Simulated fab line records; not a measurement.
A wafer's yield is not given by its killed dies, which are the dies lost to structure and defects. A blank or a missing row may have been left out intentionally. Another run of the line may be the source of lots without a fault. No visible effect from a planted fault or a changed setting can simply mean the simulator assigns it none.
fab line records	flow nand-harc
[record] lots = 12	wafers = 36	last-day = 23
route steps=1159 shown A_STAIRCASE@691
lots that met no fault: from a run of the same line without faults
start-h: hours from the record's opening day to when the first of the lot's shown wafers began	wait-h: how many hours have passed since the lot's step before this one	" the same as in the row above	L1.1+2: one row covering several wafers at once	- no value, or no start given	* or withheld: withheld	< > ~ a bound
route shown NAME@n: NAME is a module with steps in the file, n the number in the route of the first one	usual: mean/standard deviation taken from wafers without a fault	same: alike in all rows	chamber/n: place in a boat	sites: each site's reading	_std_site: how widely they spread, as a standard deviation	_edge_site: outer sites' mean less inner sites'	radius-mm: how far each site lies from the wafer's centre	mask NAME#n: copy n	behind: the last tool/chamber to shape the wafer	hold: cause of the lot's hold/its duration in hours/its outcome	device: names the non-switching transistor (n, p or np)	end of line: the tests these same wafers got at the end of their route	where a step has no rows: the recipe by itself	killed: at the first sort, the dies lost to defects and structure; wafer yield is something else	map: a wafer's dies, x killed, . not, _ none there
set.NAME: the setting the step ran with; set.NAME@STEP: the setting that earlier step ran with	model.NAME: the simulator's own value behind a step, which no gauge read
the route's steps for a sample of lots (tables are steps, rows are wafers)
services: from which hour (start-h, from the record's first day; less than 0 if before it) a tool's chamber was out of use, for how many hours, and why
[[steps]]
[step NHARC_A_STAIRCASE_ETCH_453]
[recipe] target-depth-a = 300	overetch-a = 30	time-s = 16.5	ion-energy-ev = 100	cf4-flow-sccm = 80	o2-flow-sccm = 20	ar-flow-sccm = 0	rf-w = 300	bias-w = 100	chemistry = CF4/O2
[usual] drypump-motor-current-A = 5.8/0.41	oes-product-au = 1.001/0.012	rf-vpp-V = 197.5/1.5	showerhead-plenum-p-Torr = 1.32/0.055	throttle-valve-pct = 13.397/0.0087
lot.wafer	tool	chamber	start-h	wait-h	drypump-motor-current-A	oes-product-au	rf-hours-counter-h	rf-vpp-V	showerhead-plenum-p-Torr	throttle-valve-pct
L292.1	rie-diel-04	1	-	-	6.5	1.012	47	198.0	1.34	13.388
L292.4	"	3	"	"	6.2	1.009	48	194.7	1.28	13.398
L292.3	"	0	"	"	5.8	0.998	47	195.7	1.25	13.398
L293.4	rie-diel-02	0	-	-	5.4	1.007	37	197.9	1.32	13.396
L293.1	"	1	"	"	5.5	0.987	35	197.8	1.30	13.407
L293.5	"	2	"	"	6.1	1.014	-	198.0	1.33	13.399
L294.2	rie-diel-02	0	-	-	5.4	1.006	38	199.2	1.32	13.402
L294.3	"	2	"	"	6.1	1.005	38	197.6	1.33	13.413
L294.5	"	0	"	"	5.4	1.015	-	196.8	1.32	13.396
L295.3	rie-diel-04	0	-	-	5.8	0.994	55	196.3	1.25	13.407
L295.1	"	1	"	"	6.5	1.012	57	198.3	1.34	13.412
L295.2	"	3	"	"	6.1	0.999	56	195.5	1.27	13.403
L299.2	rie-diel-02	3	-	-	5.4	1.008	55	199.8	1.39	13.410
L299.5	"	3	"	"	5.4	1.014	-	198.1	1.39	13.404
L299.6	"	0	"	"	5.4	1.002	-	196.0	1.32	13.399
L302.3	rie-diel-13	2	-	-	5.8	0.998	12	197.3	1.30	13.389
L302.2	"	3	"	"	5.4	0.996	10	199.1	1.43	13.394
L302.4	"	0	"	"	5.3	0.987	10	195.2	1.26	13.397
L305.2	rie-diel-13	0	-	-	5.3	0.994	19	195.1	1.26	13.405
L305.4	"	1	"	"	6.3	1.005	21	196.7	1.32	13.398
L305.5	"	1	"	"	6.3	1.009	-	198.1	1.32	13.399
L307.1	rie-diel-04	2	-	-	6.3	0.995	19	198.9	1.44	13.398
L307.6	"	0	"	"	5.8	0.996	-	197.5	1.25	13.395
L307.5	"	1	"	"	6.5	1.009	-	197.5	1.33	13.394
L308.4	rie-diel-04	3	-	-	6.1	0.995	25	197.4	1.27	13.402
L308.3	"	0	"	"	5.8	0.996	24	194.6	1.25	13.407
L308.5	"	1	"	"	6.5	1.021	-	196.3	1.33	13.404
L309.2	rie-diel-02	3	-	-	5.4	1.005	8	198.7	1.38	13.385
L309.5	"	2	"	"	6.1	0.990	-	197.2	1.32	13.403
L309.6	"	3	"	"	5.4	1.017	-	199.8	1.38	13.395
L311.3	rie-diel-02	3	-	-	5.4	1.003	12	198.1	1.38	13.402
L311.2	"	0	"	"	5.5	0.991	11	197.9	1.31	13.409
L311.6	"	1	"	"	5.5	0.974	-	196.0	1.29	13.383
L313.3	rie-diel-02	1	-	-	5.5	0.985	16	197.4	1.29	13.395
L313.5	"	1	"	"	5.5	0.989	-	196.9	1.29	13.378
L313.6	"	2	"	"	6.1	0.998	-	199.1	1.32	13.389
[step NHARC_A_STAIRCASE_STRIP_476]
[recipe] time-s = 20	o2-flow-sccm = 500	ar-flow-sccm = 0	bias-w = 0	chemistry = O2
[usual] drypump-motor-current-A = 5.8/0.41	oes-product-au = 1.000/0.013	rf-vpp-V = 57.8/0.88	showerhead-plenum-p-Torr = 3.51/0.14	throttle-valve-pct = 17.037/0.0088
lot.wafer	tool	chamber	start-h	wait-h	drypump-motor-current-A	oes-product-au	rf-hours-counter-h	rf-vpp-V	showerhead-plenum-p-Torr	throttle-valve-pct
L292.1	rie-diel-13	0	255.43	0.5	5.3	0.996	57	58.2	3.36	17.028
L292.3	"	1	"	"	6.3	1.012	53	58.8	3.49	17.051
L292.4	"	3	"	"	5.4	0.996	56	58.4	3.78	17.037
L293.4	rie-diel-02	1	270.34	0.1	5.5	1.002	36	56.8	3.44	17.035
L293.1	"	3	"	"	5.4	1.023	41	56.9	3.67	17.046
L293.5	"	0	"	"	5.5	1.019	-	57.6	3.49	17.044
L294.3	rie-diel-02	1	273.30	0.1	5.5	0.988	37	57.4	3.44	17.026
L294.2	"	3	"	"	5.4	1.020	43	57.6	3.66	17.039
L294.5	"	2	"	"	6.1	1.000	-	57.7	3.51	17.029
L295.2	rie-diel-02	1	282.94	0.1	5.5	0.988	41	57.4	3.43	17.036
L295.3	"	3	"	"	5.4	1.023	47	59.4	3.66	17.036
L295.1	"	0	"	"	5.4	1.014	45	57.7	3.48	17.033
L299.2	rie-diel-04	3	309.41	0.1	6.1	0.986	4	57.6	3.37	17.049
L299.6	"	0	"	"	5.8	0.995	-	58.2	3.32	17.039
L299.5	"	1	"	"	6.5	1.023	-	57.5	3.53	17.031
L302.2	rie-diel-02	0	320.98	0.1	5.5	0.995	61	58.6	3.48	17.034
L302.4	"	1	"	"	5.5	0.972	60	57.9	3.42	17.040
L302.3	"	3	"	"	5.4	1.015	62	58.8	3.65	17.038
L305.4	rie-diel-02	3	340.50	0.1	5.4	1.001	1	57.3	3.65	17.043
L305.2	"	2	"	"	6.1	0.995	1	58.4	3.50	17.038
L305.5	"	0	"	"	5.4	1.001	-	57.5	3.47	17.027
L307.1	rie-diel-04	0	358.54	0.1	5.8	0.988	26	57.4	3.30	17.040
L307.5	"	3	"	"	6.2	1.004	-	56.7	3.36	17.043
L307.6	"	0	"	"	5.8	1.001	-	57.4	3.30	17.023
L308.4	rie-diel-13	0	359.58	0.1	5.3	1.001	28	58.4	3.34	17.055
L308.3	"	1	"	"	6.3	0.998	32	58.4	3.47	17.027
L308.5	"	2	"	"	5.8	0.991	-	58.3	3.44	17.043
L309.2	rie-diel-13	0	363.26	0.1	5.3	0.988	29	56.5	3.34	17.041
L309.6	"	0	"	"	5.3	0.988	-	57.9	3.34	17.042
L309.5	"	1	"	"	6.3	0.997	-	57.3	3.47	17.050
L311.2	rie-diel-13	2	376.00	0.1	5.8	0.990	36	58.0	3.44	17.027
L311.3	"	0	"	"	5.3	0.986	34	57.4	3.33	17.041
L311.6	"	2	"	"	5.8	0.984	-	58.1	3.44	17.039
L313.3	rie-diel-02	0	386.64	0.1	5.4	0.997	17	57.7	3.47	17.043
L313.6	"	2	"	"	6.1	1.004	-	57.2	3.49	17.049
L313.5	"	3	"	"	5.4	1.000	-	58.4	3.64	17.049
[step NHARC_A_STAIRCASE_DEP_151]
[recipe] target-thk-a = 38000	temp-c = 400	target-thk-nm = 3800	teos-flow-sccm = 200	rf-w = 500	material = SiO2
[usual] heater-power-w = 657/100	mfc-precursor-sccm = 200.0/0.67	rf-fwd-power-W = 499.5/1.3
lot.wafer	tool	chamber	start-h	wait-h	heater-power-w	mfc-precursor-sccm	rf-fwd-power-W	since-wet-clean-h
L292.3	pecvd-04	0	267.76	0.5	702	198.4	496.8	60
L292.1	"	1	"	"	795	199.0	498.9	60
L292.4	"	0	"	"	630	198.8	497.2	-
L294.2	pecvd-01	2	286.16	0.4	534	199.4	496.0	36
L294.3	"	0	"	"	703	198.9	498.4	36
L294.5	"	0	"	"	652	199.9	499.9	-
L293.1	pecvd-04	0	286.26	0.5	741	199.4	497.0	78
L293.5	"	2	"	"	540	200.2	497.2	-
L293.4	"	1	"	"	678	199.0	499.9	-
L295.2	pecvd-04	0	295.58	0.6	746	200.5	498.9	88
L295.3	"	1	"	"	816	201.6	501.0	88
L295.1	"	2	"	"	648	200.2	497.8	88
L299.2	pecvd-04	2	319.11	0.4	663	200.4	498.4	111
L299.6	"	2	"	"	549	200.0	498.3	-
L299.5	"	0	"	"	626	198.7	498.3	-
L302.2	pecvd-03	2	333.13	0.4	782	199.9	500.8	28
L302.3	"	1	"	"	765	200.4	500.3	28
L302.4	"	0	"	"	791	199.4	498.9	-
L305.2	pecvd-04	1	349.81	0.5	741	198.6	499.3	142
L305.4	"	1	"	"	686	199.9	500.8	-
L305.5	"	2	"	"	516	199.0	500.7	-
L308.3	pecvd-04	1	370.64	0.4	839	199.6	498.0	163
L308.4	"	2	"	"	549	200.2	499.4	-
L308.5	"	0	"	"	636	199.6	499.6	-
L307.1	pecvd-01	0	370.74	0.5	655	201.3	500.5	121
L307.5	"	2	"	"	439	199.6	498.5	-
L307.6	"	0	"	"	646	200.0	500.5	-
L309.2	pecvd-01	1	375.52	0.5	643	200.8	498.9	126
L309.6	"	0	"	"	639	199.5	501.0	-
L309.5	"	1	"	"	569	199.3	501.1	-
L311.3	pecvd-03	0	387.71	1.0	822	199.3	499.6	83
L311.2	"	2	"	"	800	200.4	498.7	83
L311.6	"	2	"	"	701	200.2	497.2	-
L313.3	pecvd-04	0	399.43	0.4	754	199.8	498.2	11
L313.5	"	0	"	"	618	199.7	498.7	-
L313.6	"	1	"	"	699	200.8	498.0	-
[step NHARC_A_STAIRCASE_DEP_325]
[recipe] target-thk-a = 38000	temp-c = 400	target-thk-nm = 3800	teos-flow-sccm = 200	rf-w = 500	material = SiO2
[usual] heater-power-w = 665/110	mfc-precursor-sccm = 200.0/0.59	rf-fwd-power-W = 499.4/1.5
lot.wafer	tool	chamber	start-h	wait-h	heater-power-w	mfc-precursor-sccm	rf-fwd-power-W	since-wet-clean-h
L292.3	pecvd-04	2	282.81	0.2	635	200.1	498.9	75
L292.1	"	0	"	"	778	199.1	498.9	75
L292.4	"	0	"	"	618	199.7	499.2	-
L293.1	pecvd-04	2	302.12	0.1	660	199.0	498.2	94
L293.5	"	0	"	"	639	199.3	502.1	-
L293.4	"	1	"	"	661	199.8	500.7	-
L294.3	pecvd-01	1	302.13	0.1	693	200.0	501.7	52
L294.2	"	0	"	"	815	200.0	498.6	52
L294.5	"	2	"	"	444	200.2	499.3	-
L295.2	pecvd-04	2	311.16	0.1	574	200.1	499.7	103
L295.3	"	0	"	"	747	200.2	498.7	103
L295.1	"	1	"	"	722	200.3	500.0	103
L299.2	pecvd-01	2	336.03	0.2	548	198.8	501.1	86
L299.5	"	1	"	"	568	199.6	499.9	-
L299.6	"	0	"	"	642	201.1	498.8	-
L302.3	pecvd-04	1	349.06	0.1	705	199.4	699.7	141
L302.2	"	0	"	"	690	198.7	499.8	141
L302.4	"	0	"	"	613	199.5	498.4	-
L305.2	pecvd-04	0	365.68	0.3	689	199.0	497.9	158
L305.5	"	1	"	"	592	200.5	697.9	-
L305.4	"	2	"	"	545	199.3	502.0	-
L307.1	pecvd-01	2	386.86	0.3	482	199.4	497.0	137
L307.5	"	2	"	"	458	199.5	498.1	-
L307.6	"	0	"	"	628	200.1	500.5	-
L309.2	pecvd-03	2	386.86	0.3	751	200.1	498.5	82
L309.6	"	2	"	"	700	199.7	500.1	-
L309.5	"	0	"	"	775	200.4	499.5	-
L308.3	pecvd-01	2	387.34	0.7	453	199.6	498.9	137
L308.5	"	0	"	"	640	200.8	499.8	-
L308.4	"	1	"	"	577	199.6	497.4	-
L311.3	pecvd-01	2	405.59	0.1	526	200.4	499.0	156
L311.2	"	0	"	"	801	200.0	500.2	156
L311.6	"	2	"	"	461	200.1	499.1	-
L313.3	pecvd-01	0	415.57	0.1	718	201.1	502.7	166
L313.6	"	0	"	"	635	201.2	502.6	-
L313.5	"	2	"	"	461	200.1	501.3	-
[[services]]
tool	chamber	start-h	hours	kind
rie-diel-02	0	233.45	-	clean
rie-diel-02	1	233.45	-	clean
rie-diel-02	2	233.45	-	clean
rie-diel-02	3	233.45	-	clean
pecvd-01	-	237.14	13.0	pm
rie-diel-02	0	257.95	-	clean
rie-diel-02	1	257.95	-	clean
rie-diel-02	2	257.95	-	clean
rie-diel-02	3	257.95	-	clean
rie-diel-13	-	276.00	9.0	pm
rie-diel-02	0	282.46	-	clean
rie-diel-02	1	282.46	-	clean
rie-diel-02	2	282.46	-	clean
rie-diel-02	3	282.46	-	clean
pecvd-03	-	292.08	13.0	pm
rie-diel-02	0	307.04	-	clean
rie-diel-02	1	307.04	-	clean
pecvd-04	-	308.46	0.4	repair
rie-diel-02	-	327.98	9.0	pm
rie-diel-04	2	328.79	7.2	repair
rie-diel-04	3	365.31	26.3	repair
pecvd-04	-	376.00	13.0	pm
rie-diel-04	0	406.09	10.4	repair
rie-diel-13	2	415.09	6.4	repair
[[key]]
[first-sign] step = NHARC_A_STAIRCASE_DEP_325	reading = rf-fwd-power-W	direction = up	sigmas = 99+	usual = *	struck = *
effect none on later readings
met-at NHARC_A_STAIRCASE_DEP_325
struck-lots L302,L305
struck-wafers L302.3,L305.5
tester-left-out L302,L305
not-acting-at NHARC_A_STAIRCASE_ETCH_453,NHARC_A_STAIRCASE_STRIP_476,NHARC_A_STAIRCASE_DEP_151
onset-between 311.16 349.06
[fault] kind = process-parameter-drift	tool = pecvd-04	chamber = 1	onset-h = 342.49	steps = NHARC_A_STAIRCASE_DEP_325	channel = rf-w	offset = *	shape = step	end-h = 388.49	acts-in = *	stated = *
// tester-left-out: of these lots the tester's yield and bins aren't shown, on N5 and GAA mostly nor the transistor test; their killed dies are dies lost to structure and defects alone, not to doping, threshold or leakage, so they don't give the yield
